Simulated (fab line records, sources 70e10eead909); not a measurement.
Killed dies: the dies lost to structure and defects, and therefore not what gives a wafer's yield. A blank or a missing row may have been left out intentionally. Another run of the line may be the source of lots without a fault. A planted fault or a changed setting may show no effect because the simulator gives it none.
fab line records	flow nandHarc
[record] lots = 13	wafers = 38	lastDay = 34
route steps=1302 shown A_CONTACT@1024
lots that met no fault: taken from a fault-free run of the same line
startH: start of the lot's first displayed wafer, in hours after the record's first day	waitH: time in hours since the lot's previous step	" repeats the value in the row above	L1.1+2: one row covering several wafers at once	- value missing, or start not given	* or withheld: withheld	< > ~ a bound
route shown NAME@n: a module of which the file shows steps, and the number in the route of the first	usual: average and standard deviation across the fault-free wafers	same: alike in all rows	chamber/n: place in a boat	sites: each site's reading	_std_site: standard deviation across them	_edge_site: outer sites' mean less inner sites'	radiusMm: for every site, how far away it sits from the centre of the wafer	mask NAME#n: copy n	behind: tool/chamber where the wafer was last shaped	hold: why the lot was held/for how many hours/how that ended	device: transistor that didn't switch, given as n, p or np	end of line: the same wafers' tests at the end of the route	for a step that has no rows: nothing shown but its recipe	killed: not the wafer's yield, but the dies lost to structure and defects at the first sort	map: a wafer's dies, x killed, . not, _ none there
set.NAME: the run value of the setting; set.NAME@STEP: its run value at that earlier step	model.NAME: the simulator's own value behind a step, which no gauge read
route steps across a sampled set of lots; one table per step, one row per wafer
services: the hour from which a tool's chamber was out of use, counted from the record's first day as startH (under 0 if before that day), plus the number of hours and why
[[steps]]
[step NHARC_A_CONTACT_ETCH_102]
[recipe] targetDepthA = 1000	overetchA = 100	timeS = 55	ionEnergyEv = 100	cf4FlowSccm = 80	o2FlowSccm = 20	arFlowSccm = 0	rfW = 300	biasW = 100	chemistry = CF4/O2
[usual] drypumpMotorCurrentA = 5.6/0.47	oesProductAu = 0.996/0.0083	rfVppV = 197.2/1.4	showerheadPlenumPTorr = 1.31/0.053	throttleValvePct = 13.397/0.0093
lot.wafer	tool	chamber	startH	waitH	drypumpMotorCurrentA	oesProductAu	rfHoursCounterH	rfVppV	showerheadPlenumPTorr	throttleValvePct
L418.2	rieDiel-08	3	512.77	0.1	5.4	0.995	43	196.4	1.25	13.398
L418.1	"	1	"	"	6.2	1.004	51	194.6	1.24	13.377
L418.4	"	3	"	"	5.4	1.003	-	197.1	1.25	13.406
L416.2	rieDiel-08	2	513.67	0.1	6.1	0.991	43	194.5	1.23	13.394
L416.4	"	2	"	"	6.1	0.998	-	195.2	1.23	13.397
L416.6	"	3	"	"	5.4	0.988	-	195.8	1.25	13.421
L415.4	rieDiel-03	2	517.19	0.1	5.5	1.004	12	198.5	1.30	13.390
L415.2	"	0	"	"	5.0	1.006	15	198.9	1.37	13.397
L415.6	"	3	"	"	5.5	0.993	-	196.8	1.29	13.395
L417.3	rieDiel-03	2	520.92	0.0	5.6	1.004	13	197.1	1.30	13.399
L417.4	"	3	"	"	5.5	0.989	15	197.7	1.29	13.400
L417.1	"	0	"	"	5.0	1.003	16	198.4	1.37	13.394
L420.1	rieDiel-08	1	538.45	0.0	6.2	0.998	58	195.8	1.23	13.393
L420.2	"	2	"	"	6.1	0.999	49	194.1	1.23	13.379
L420.6	"	1	"	"	6.2	1.009	-	195.6	1.23	13.406
L421.4	rieDiel-03	3	559.46	0.1	5.5	1.002	27	196.6	1.29	13.403
L421.1	"	0	"	"	5.0	0.998	28	199.8	1.36	13.396
L421.6	"	3	"	"	5.5	0.994	-	196.5	1.29	13.410
L427.1	rieDiel-01	0	633.94	0.1	5.0	0.991	10	197.4	1.32	13.398
L427.5	"	1	"	"	6.3	1.002	-	197.8	1.34	13.388
L430.1	rieDiel-08	3	646.25	0.1	5.4	0.986	33	195.9	1.24	13.381
L430.3	"	2	"	"	6.1	0.985	29	200.2	1.44	13.409
L430.6	"	0	"	"	5.6	0.988	-	197.0	1.27	13.402
L432.1	rieDiel-01	1	658.16	0.1	6.3	1.009	17	196.6	1.33	13.404
L432.6	"	3	"	"	5.4	0.995	-	197.0	1.30	13.411
L432.4	"	0	"	"	5.0	0.997	-	198.8	1.32	13.392
L431.1	rieDiel-03	1	664.60	0.1	5.3	0.989	7	199.6	1.42	13.394
L431.3	"	2	"	"	5.5	0.997	9	196.6	1.29	13.389
L431.6	"	1	"	"	5.3	0.994	-	198.6	1.42	13.418
L434.1	rieDiel-01	1	692.35	0.1	6.3	1.002	21	197.8	1.33	13.413
L434.3	"	2	"	"	5.7	1.004	4	196.0	1.28	13.397
L434.4	"	0	"	"	5.0	0.987	19	197.0	1.32	13.396
L435.3	rieDiel-08	0	696.48	0.1	5.6	0.990	51	195.5	1.27	13.391
L435.5	"	3	"	"	5.4	0.971	-	195.4	1.24	13.405
L435.6	"	0	"	"	5.6	0.995	-	197.0	1.27	13.386
L438.4	rieDiel-03	1	743.58	0.1	5.3	0.995	30	198.6	1.42	13.402
L438.5	"	1	"	"	5.3	0.983	-	197.9	1.42	13.385
L438.6	"	2	"	"	5.5	0.999	-	197.4	1.29	13.406
[step NHARC_A_CONTACT_DEP_57]
[recipe] targetThkA = 53000	tempC = 400	material = aC
[usual] throttleValvePct = 35.000/0.009
lot.wafer	tool	chamber	startH	waitH	throttleValvePct
L418.1	aclDep-02	0	515.82	-	34.999
L418.2	"	0	"	"	35.012
L418.4	"	0	517.41	-	35.006
L416.2	aclDep-01	0	517.04	-	35.004
L416.4	"	0	518.11	-	35.006
L416.6	"	0	519.18	-	35.006
L415.2	aclDep-03	0	519.69	-	35.000
L415.4	"	0	520.76	-	35.014
L415.6	"	0	521.82	-	35.002
L417.1	aclDep-02	0	522.75	-	35.006
L417.3	"	0	523.84	-	35.012
L417.4	"	0	"	"	34.999
L420.1	aclDep-03	0	539.11	-	35.004
L420.2	"	0	"	"	34.999
L420.6	"	0	541.74	-	35.024
L421.1	aclDep-03	0	562.86	-	34.992
L421.4	"	0	564.49	-	34.991
L421.6	"	0	565.58	-	35.004
L427.1	aclDep-01	0	639.25	-	35.005
L427.5	"	0	641.39	-	34.991
L430.1	aclDep-01	0	650.63	-	34.996
L430.3	"	0	651.69	-	34.990
L430.6	"	0	653.29	-	34.999
L432.1	aclDep-03	0	658.89	-	34.985
L432.4	"	0	660.50	-	34.993
L432.6	"	0	661.58	-	35.003
L431.1	aclDep-01	0	665.26	-	35.010
L431.3	"	0	666.33	-	34.995
L431.6	"	0	667.94	-	34.993
L434.1	aclDep-01	0	693.01	-	35.008
L434.3	"	0	694.08	-	34.997
L434.4	"	0	"	"	35.012
L435.3	aclDep-03	0	702.12	-	35.006
L435.5	"	0	703.20	-	35.002
L435.6	"	0	"	"	34.990
L438.4	aclDep-02	0	749.02	-	34.994
L438.5	"	0	"	"	35.002
L438.6	"	0	"	"	35.002
[step NHARC_A_CONTACT_DESCUM_74]
[recipe] timeS = 3	o2FlowSccm = 200	arFlowSccm = 0	biasPowerW = 0	chemistry = O2
[usual] drypumpMotorCurrentA = 5.6/0.44	oesProductAu = 0.996/0.0077	rfVppV = 57.7/0.94	showerheadPlenumPTorr = 1.90/0.09	throttleValvePct = 11.311/0.0096
lot.wafer	tool	chamber	startH	waitH	drypumpMotorCurrentA	oesProductAu	rfHoursCounterH	rfVppV	showerheadPlenumPTorr	throttleValvePct
L418.2	rieDiel-01	1	519.82	0.1	6.3	0.994	17	57.8	1.92	11.307
L418.1	"	2	"	"	5.7	0.990	21	59.0	1.84	11.318
L418.4	"	3	"	"	5.4	1.000	22	57.4	1.87	11.306
L416.4	rieDiel-08	2	520.73	0.1	6.1	0.983	45	57.4	1.77	11.296
L416.2	"	0	"	"	5.6	1.000	48	57.8	1.84	11.304
L416.6	"	1	"	"	6.3	1.005	-	56.6	1.77	11.307
L415.2	rieDiel-01	1	523.18	0.1	6.4	1.002	17	58.2	1.92	11.307
L415.4	"	2	"	"	5.7	0.993	22	56.9	1.84	11.301
L415.6	"	0	"	"	5.0	0.999	-	57.2	1.90	11.313
L417.1	rieDiel-08	2	526.93	0.1	6.1	0.995	46	54.6	1.76	11.329
L417.3	"	3	"	"	5.4	0.985	47	56.5	1.79	11.313
L417.4	"	1	"	"	6.3	1.010	54	55.3	1.77	11.312
L420.2	rieDiel-01	3	543.19	0.1	5.4	1.007	29	57.5	1.87	11.317
L420.1	"	1	"	"	6.4	0.999	22	57.9	1.92	11.302
L420.6	"	0	"	"	5.0	0.989	-	58.7	1.90	11.324
L421.1	rieDiel-08	0	567.06	0.1	5.6	1.000	5	57.3	1.83	11.305
L421.6	"	3	"	"	5.4	0.993	-	57.3	1.78	11.320
L421.4	"	1	"	"	6.2	1.004	-	58.6	2.08	11.326
L427.1	rieDiel-08	0	643.40	0.1	5.6	0.985	31	59.3	1.83	11.337
L427.5	"	3	"	"	5.4	0.993	-	56.8	1.77	11.318
L430.1	rieDiel-03	0	654.79	0.1	5.0	1.001	5	58.3	1.94	11.298
L430.3	"	1	"	"	5.3	0.989	4	58.2	2.04	11.297
L430.6	"	2	"	"	5.5	0.996	-	58.3	1.85	11.313
L432.4	rieDiel-01	1	663.05	0.1	6.4	1.009	17	56.9	1.91	11.318
L432.1	"	3	"	"	5.4	0.997	17	57.1	1.86	11.317
L432.6	"	1	"	"	6.4	1.007	-	57.8	1.91	11.311
L431.1	rieDiel-01	0	669.42	0.1	5.1	0.995	16	57.9	1.89	11.313
L431.3	"	1	"	"	6.4	1.002	18	57.7	1.91	11.313
L431.6	"	0	"	"	5.0	0.986	-	58.3	1.89	11.319
L434.1	rieDiel-03	0	697.01	0.1	5.0	0.996	18	58.1	1.94	11.309
L434.4	"	1	"	"	5.3	0.986	16	58.7	2.04	11.324
L434.3	"	2	"	"	5.5	0.990	17	56.3	1.85	11.292
L435.3	rieDiel-03	1	705.11	0.1	5.3	0.989	18	58.2	2.04	11.317
L435.6	"	1	"	"	5.3	0.991	-	57.9	2.04	11.310
L435.5	"	2	"	"	5.5	0.992	-	57.6	1.85	11.301
L438.4	rieDiel-01	0	751.58	0.1	5.0	0.990	1	57.4	1.89	11.318
L438.6	"	1	"	"	6.4	1.003	-	57.4	1.91	11.306
L438.5	"	2	"	"	5.7	1.007	-	57.2	1.84	11.296
[step NHARC_A_CONTACT_ETCH_75]
[recipe] targetDepthA = 390	overEtchFrac = 0.3	timeS = 65	ionEnergyEv = 80	cf4FlowSccm = 150	arFlowSccm = 0	rfW = 300	biasW = 100	chemistry = CF4
[usual] drypumpMotorCurrentA = 5.6/0.44	oesProductAu = 0.996/0.0075	rfVppV = 151.1/1.3	showerheadPlenumPTorr = 1.75/0.076	throttleValvePct = 13.283/0.0089
lot.wafer	tool	chamber	startH	waitH	drypumpMotorCurrentA	oesProductAu	rfHoursCounterH	rfVppV	showerheadPlenumPTorr	throttleValvePct
L418.4	rieDiel-01	2	519.90	0.1	5.7	0.996	21	150.3	1.71	13.277
L418.1	"	3	"	"	5.4	0.986	22	150.1	1.73	13.282
L418.2	"	0	"	"	5.1	0.995	20	151.2	1.76	13.303
L416.4	rieDiel-08	0	520.81	0.1	5.6	0.997	48	151.6	1.70	13.287
L416.2	"	2	"	"	6.1	1.006	45	150.7	1.64	13.281
L416.6	"	0	"	"	5.6	1.000	-	151.7	1.70	13.289
L415.2	rieDiel-01	1	523.25	0.1	6.4	0.996	17	150.9	1.77	13.282
L415.4	"	3	"	"	5.4	0.991	23	150.9	1.73	13.279
L415.6	"	2	"	"	5.7	0.992	-	150.7	1.71	13.295
L417.3	rieDiel-08	0	527.02	0.1	5.6	0.999	49	150.0	1.70	13.288
L417.1	"	2	"	"	6.1	0.992	46	147.8	1.64	13.291
L417.4	"	3	"	"	5.4	0.994	47	151.1	1.66	13.281
L420.2	rieDiel-01	2	543.28	0.1	5.7	0.992	28	151.8	1.71	13.279
L420.1	"	3	"	"	5.4	0.999	29	149.5	1.73	13.266
L420.6	"	2	"	"	5.7	0.994	-	149.1	1.71	13.280
L421.1	rieDiel-08	1	567.15	0.1	6.2	0.993	5	153.5	1.91	13.274
L421.6	"	1	"	"	6.2	0.998	-	153.5	1.91	13.287
L421.4	"	3	"	"	5.4	0.985	-	150.0	1.66	13.272
L427.1	rieDiel-08	0	643.49	0.1	5.6	0.823	31	149.5	1.69	13.285
L427.5	"	2	"	"	6.1	1.006	-	152.3	1.90	13.282
L430.1	rieDiel-03	0	654.86	0.1	5.0	1.004	5	152.2	1.79	13.287
L430.3	"	2	"	"	5.5	0.990	6	151.1	1.72	13.279
L430.6	"	1	"	"	5.3	0.997	-	152.0	1.88	13.277
L432.1	rieDiel-01	1	663.14	0.1	6.3	1.009	17	151.3	1.77	13.274
L432.4	"	2	"	"	5.7	1.004	1	150.0	1.70	13.288
L432.6	"	1	"	"	6.3	1.009	-	149.9	1.77	13.277
L431.3	rieDiel-01	1	669.49	0.1	6.3	1.000	18	151.9	1.77	13.295
L431.1	"	0	"	"	5.0	0.985	16	151.8	1.75	13.281
L431.6	"	2	"	"	5.7	0.998	-	149.6	1.70	13.270
L434.1	rieDiel-03	2	697.10	0.1	5.5	0.989	17	151.8	1.72	13.279
L434.3	"	3	"	"	5.5	1.007	19	151.1	1.70	13.266
L434.4	"	1	"	"	5.3	0.989	16	151.4	1.87	13.302
L435.3	rieDiel-03	1	705.19	0.1	5.3	0.994	18	152.7	1.87	13.280
L435.5	"	1	"	"	5.3	0.988	-	152.3	1.87	13.291
L435.6	"	2	"	"	5.6	1.001	-	152.6	1.71	13.282
L438.4	rieDiel-01	3	751.66	0.1	5.4	1.006	1	150.7	1.72	13.291
L438.5	"	0	"	"	5.0	0.995	-	151.0	1.75	13.276
L438.6	"	1	"	"	6.4	0.996	-	151.6	1.77	13.289
[[services]]
tool	chamber	startH	hours	kind
rieDiel-03	-	497.64	0.5	repair
rieDiel-08	2	499.32	11.7	repair
rieDiel-01	0	513.21	-	clean
rieDiel-01	1	513.21	-	clean
rieDiel-01	2	513.21	-	clean
rieDiel-01	3	513.21	-	clean
rieDiel-01	0	537.71	-	clean
rieDiel-01	1	537.71	-	clean
rieDiel-01	2	537.71	-	clean
rieDiel-03	-	541.18	0.5	repair
rieDiel-08	-	549.77	9.0	pm
aclDep-01	-	550.06	13.0	pm
rieDiel-01	-	558.38	9.0	pm
rieDiel-01	2	582.28	79.9	repair
rieDiel-01	0	588.77	4.8	repair
aclDep-02	-	612.48	13.0	pm
rieDiel-03	-	635.94	9.0	pm
rieDiel-01	-	650.49	0.4	repair
aclDep-03	-	665.85	13.0	pm
aclDep-02	-	719.10	5.3	repair
rieDiel-08	-	726.77	9.0	pm
aclDep-01	-	731.14	13.0	pm
rieDiel-01	-	735.38	9.0	pm
rieDiel-03	3	736.79	3.6	repair
[[key]]
[firstSign] step = NHARC_A_CONTACT_ETCH_75	reading = oesProductAu	direction = down	sigmas = 23	usual = 0.996	struck = 0.823
effect none on later readings
metAt NHARC_A_CONTACT_ETCH_75
struckLots L427
struckWafers L427.1
sortLeftOut L427.1
testerLeftOut L427
notActingAt NHARC_A_CONTACT_ETCH_102,NHARC_A_CONTACT_DEP_57,NHARC_A_CONTACT_DESCUM_74
onsetBetween 527.02 643.49
[fault] kind = processParameterDrift	tool = rieDiel-08	chamber = 0	onsetH = 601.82	steps = NHARC_A_CONTACT_ETCH_75	channel = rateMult	offset = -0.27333	shape = step
// testerLeftOut: of these lots the tester's yield and bins aren't shown, on N5 and GAA mostly nor the transistor test; their killed dies are dies lost to structure and defects alone, not to doping, threshold or leakage, so they don't give the yield
// sortLeftOut: the simulated sort isn't trusted on such a fault, so these wafers' sort isn't shown, and their yield isn't known
